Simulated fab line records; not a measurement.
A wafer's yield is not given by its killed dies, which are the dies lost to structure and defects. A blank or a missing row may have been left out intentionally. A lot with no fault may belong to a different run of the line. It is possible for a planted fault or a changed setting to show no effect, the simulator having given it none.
8D (eight disciplines) problem report, filled in by code :: flow n5Finfet :: the parts of the form that need people (team, actions taken, sign-off) are left out

1. WHAT IS WRONG
At N5_BEOL_M4_COAT_22, spinSpeedRpm averages 1606.3 rpm over 9 wafers from 3 lots, while fault-free wafers read 1500.0 rpm, standard deviation 0.9. That is +99 or more standard deviations from the usual mean.
The step: resist thk 30 nm.
Seen first at day 11 01:16 on lithoTrack-04, wafer L926.1. The record holds 33 wafers of 11 lots with a number at this step. The rule behind "out" and "out of limits": a value lying over 4 standard deviations away from the usual mean. The rest of the wafers with a number are treated as sound.

2. WHAT IT IS AND WHAT IT IS NOT
question: which readings at this step
is: spinSpeedRpm
is not: -

question: which lots
is: L926, L927, L928
is not: L917, L923, L924, L930, L934, L935, L936, L938

question: which wafers of those lots
is: all that have a number
is not: -

question: read on which tools
is: lithoTrack-04
is not: lithoTrack-03, lithoTrack-05

question: when
is: from day 11 01:16
is not: up to then (9 sound wafers); but 15 sound wafers of L930, L934, L935, L936, L938 came after

3. THE SUSPECTS, EACH WITH WHAT RULES IT OUT
Counting: a tool at any process step up to the reading remains a suspect when it ran all the lots that are out and ran no sound lot after the first of those.
- lithoTrack-04 at N5_BEOL_M4_COAT_22 (resist thk 30 nm): ruled out as a lasting fault. After its first lot that is out, L926 (day 11 01:16), sound lots L938 ran on it.
Left after counting: nothing in the record.

4. THE CAUSE (what the simulator had put in)
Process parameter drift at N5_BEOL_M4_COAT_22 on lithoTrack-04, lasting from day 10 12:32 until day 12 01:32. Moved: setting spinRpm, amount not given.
Counting ruled it out, wrongly.

5. THE EFFECT CHAIN, in route order
One row per reading whose mean, taken over the struck wafers that have a number, lies over 3 standard deviations from the usual. Readings are gone through only where the record gives a usual standard deviation; hours: the median, over the lots, of the time from a lot's start at the first step in this table giving one to that lot's start at this step; sigmas: the change measured in usual standard deviations.
hours: 0
step: N5_BEOL_M4_COAT_22
reading: spinSpeedRpm
usual: 1500.0 rpm
on struck wafers: 1606.3
change: +106.3
sigmas: +99 or more
Its process steps:
- N5_BEOL_M4_COAT_22: resist thk 30 nm.
At these later measuring or inspecting steps, every struck wafer for which the step has a row has a number for every such reading, and none has moved that far: N5_BEOL_M4_OVL_MEAS_29, N5_BEOL_M4_RC_MEAS_101.

6. HOW IT WOULD HAVE BEEN CAUGHT EARLIER
First out-of-limits reading in this record: day 11 01:16, which is 13 hours after fault onset at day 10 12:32.
